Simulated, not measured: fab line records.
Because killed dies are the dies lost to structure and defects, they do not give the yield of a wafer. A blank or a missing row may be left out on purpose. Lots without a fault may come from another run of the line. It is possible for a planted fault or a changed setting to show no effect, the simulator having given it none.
Split-lot study    flow n5-finfet    route with 1938 steps; 7 lots, 21 wafers read

SPLIT DETAILS
At N5_BEOL_M4_TRENCH_ETCH_37 (etches SiOC in C4F6/O2, target depth 55.555 nm, time 29.2 s), the setting bias-w was moved away from the recipe's 185 W on 10 of the 21 wafers read, by -12.9% to +16.5%. The other wafers ran this setting at the recipe's value.

The reading comes from the split's own step.

THE READING
rf-vpp-V, in V, at N5_BEOL_M4_TRENCH_ETCH_37 (etches SiOC in C4F6/O2, target depth 55.555 nm, time 29.2 s). Fault-free wafers of this fab line usually give 668 V, standard deviation 5.6 V.

wafer   tool, chamber at the split  bias-w as run, W  against the recipe  rf-vpp-V, V  against lot-mates on the recipe
L083.1  rie-diel-02, 0              185               recipe              672          -
L083.3  rie-diel-02, 3              185               recipe              666          -
L083.6  rie-diel-02, 1              208.6             +12.8%              743          +74
L085.1  rie-diel-05, 0              185               recipe              663          -
L085.5  rie-diel-05, 2              199.7             +7.9%               706          +43
L085.6  rie-diel-05, 3              199.7             +7.9%               707          +44
L086.2  rie-diel-04, 2              185               recipe              665          -
L086.4  rie-diel-04, 0              171.7             -7.2%               625          -34
L086.6  rie-diel-04, 3              185               recipe              654          -
L089.1  rie-diel-02, 3              185               recipe              668          -
L089.3  rie-diel-02, 0              185               recipe              670          -
L089.5  rie-diel-02, 3              185               recipe              667          -
L093.1  rie-diel-02, 1              171.5             -7.3%               634          -40
L093.4  rie-diel-02, 2              185               recipe              674          -
L093.6  rie-diel-02, 3              171.5             -7.3%               629          -45
L079.1  rie-diel-02, 0              161.1             -12.9%              600          -67
L079.2  rie-diel-02, 2              161.1             -12.9%              602          -65
L079.3  rie-diel-02, 3              185               recipe              667          -
L096.1  rie-diel-02, 1              185               recipe              673          -
L096.3  rie-diel-02, 3              215.5             +16.5%              750          +77
L096.5  rie-diel-02, 0              215.5             +16.5%              756          +83

THE FIT
A straight line over all 21 wafers: rf-vpp-V changes by +5.25 V for each +1% of bias-w; r = +0.99; the points scatter about the line by 5 V.
The same after taking each lot's own level away (the mean of its wafers on the recipe; 21 wafers): +5.17 V for each +1%; r = +1.00; scatter 4 V.
Per that fit: largest bias-w move, reading shift of 85 V.
Across the lots, their own levels run from 659.5 to 674.0 V, a range of 2.6 times the standard deviation given above.
Hence the lot-to-lot level has little effect on the slope; both slopes agree.
Check: with one of the wafers moved furthest among these (+16.5%) left out of the fit, the line predicts +87.6 V for it against its lot-mates. Against them it came out at +77 V.
Tool readings at the split's step, against how far the setting was moved: rf-vpp-V r = +0.99.

ADDITIONAL SPLITS CARRIED BY THESE WAFERS
Other splits were also applied to these wafers ahead of the reading. Each is held against what the fit with the lots' levels taken away leaves over:
other split on the same wafers  wafers away from the commonest value  r with rf-vpp-V (lot level and that fit taken away)
N5_BEOL_M2_EXPOSE_08 dose-mj    4                                     +0.27
N5_BEOL_M3_DESCUM_33 time-s     7                                     -0.60
N5_BEOL_M4_DESCUM_16 time-s     3                                     -0.34
N5_BEOL_M4_COAT_76 spin-rpm     13                                    +0.13
N5_BEOL_M4_DESCUM_33 time-s     4                                     +0.27

FILE'S OWN FIT
rf-vpp-V changes by +5.22 V for each +1% of bias-w, r = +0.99.
